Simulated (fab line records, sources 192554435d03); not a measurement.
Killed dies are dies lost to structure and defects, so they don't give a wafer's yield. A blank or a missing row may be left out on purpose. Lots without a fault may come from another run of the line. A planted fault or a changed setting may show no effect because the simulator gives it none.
Chamber matching | flow n5_finfet | N5_HKMG_FIN_STRIP_89 on rie_diel-05: 4 sister chambers
The step strips SOC in N2/H2, time 20 s. 24 wafers are shown with their chamber, then 12 later ones without.

WAFERS WITH THEIR CHAMBER
wafer  | chamber | showerhead_plenum_p_Torr (Torr) | throttle_valve_pct (%) | drypump_motor_current_A (A)
L075.1 | 1       | 3.12                            | 19.16                  | 5.4
L075.4 | 0       | 3.50                            | 18.68                  | 5.5
L075.5 | 0       | 3.50                            | 18.69                  | 5.5
L082.1 | 3       | 3.46                            | 19.43                  | 6.3
L082.2 | 1       | 3.12                            | 19.20                  | 5.4
L082.6 | 0       | 3.50                            | 18.70                  | 5.5
L084.1 | 2       | 3.59                            | 18.72                  | 5.8
L084.2 | 1       | 3.11                            | 19.20                  | 5.4
L084.3 | 0       | 3.49                            | 18.70                  | 5.5
L084.4 | 3       | 3.46                            | 19.42                  | 6.3
L084.5 | 3       | 3.46                            | 19.44                  | 6.3
L084.6 | 2       | 3.58                            | 18.73                  | 5.8
L085.1 | 3       | 3.46                            | 19.46                  | 6.3
L085.2 | 0       | 3.49                            | 18.72                  | 5.6
L085.3 | 2       | 3.58                            | 18.74                  | 5.9
L085.4 | 1       | 3.11                            | 19.20                  | 5.4
L085.5 | 2       | 3.58                            | 18.73                  | 5.8
L085.6 | 3       | 3.46                            | 19.43                  | 6.3
L086.1 | 3       | 3.46                            | 19.45                  | 6.3
L086.4 | 0       | 3.49                            | 18.74                  | 5.6
L086.5 | 3       | 3.46                            | 19.45                  | 6.3
L089.1 | 2       | 3.58                            | 18.73                  | 5.8
L089.2 | 3       | 3.46                            | 19.46                  | 6.3
L089.5 | 0       | 3.49                            | 18.72                  | 5.6

SIGNATURES (means of the wafers above)
reading                  | chamber 0 | chamber 1 | chamber 2 | chamber 3 | scatter within a chamber
showerhead_plenum_p_Torr | 3.4943    | 3.1150    | 3.5820    | 3.4600    | 0.00419
throttle_valve_pct       | 18.7071   | 19.1900   | 18.7300   | 19.4425   | 0.0166
drypump_motor_current_A  | 5.543     | 5.400     | 5.820     | 6.300     | 0.0355
Rule: a wafer's distance from a chamber is the root of the sum, over the readings, of the square of ((its reading less the chamber's mean) divided by the reading's scatter). The wafer belongs to the nearest chamber; if the next one is less than 2 further off, it can't be placed. The scatter: the root of (the sum of the squares of (reading less its chamber's mean) over the shown wafers, divided by (wafers less chambers)).

WAFERS WITHOUT THEIR CHAMBER
wafer  | showerhead_plenum_p_Torr (Torr) | throttle_valve_pct (%) | drypump_motor_current_A (A)
L091.1 | 3.11                            | 19.21                  | 5.4
L091.2 | 3.45                            | 19.46                  | 6.3
L091.3 | 3.49                            | 18.75                  | 5.6
L091.4 | 3.58                            | 18.75                  | 5.9
L091.5 | 3.58                            | 18.74                  | 5.8
L091.6 | 3.45                            | 19.45                  | 6.3
L094.1 | 3.45                            | 19.46                  | 6.3
L094.2 | 3.10                            | 19.22                  | 5.4
L094.4 | 3.48                            | 18.74                  | 5.6
L096.1 | 3.57                            | 18.76                  | 5.9
L096.2 | 3.45                            | 19.47                  | 6.3
L096.3 | 3.10                            | 19.21                  | 5.4

WHICH CHAMBER EACH WENT THROUGH
wafer  | from the rows above | in truth
L091.1 | 1                   | 1
L091.2 | 3                   | 3
L091.3 | 0                   | 0
L091.4 | 2                   | 2
L091.5 | 2                   | 2
L091.6 | 3                   | 3
L094.1 | 3                   | 3
L094.2 | 1                   | 1
L094.4 | 0                   | 0
L096.1 | 2                   | 2
L096.2 | 3                   | 3
L096.3 | 1                   | 1
Placed correctly: 12 of 12. Can't be placed from these rows: 0. Placed wrongly: 0.
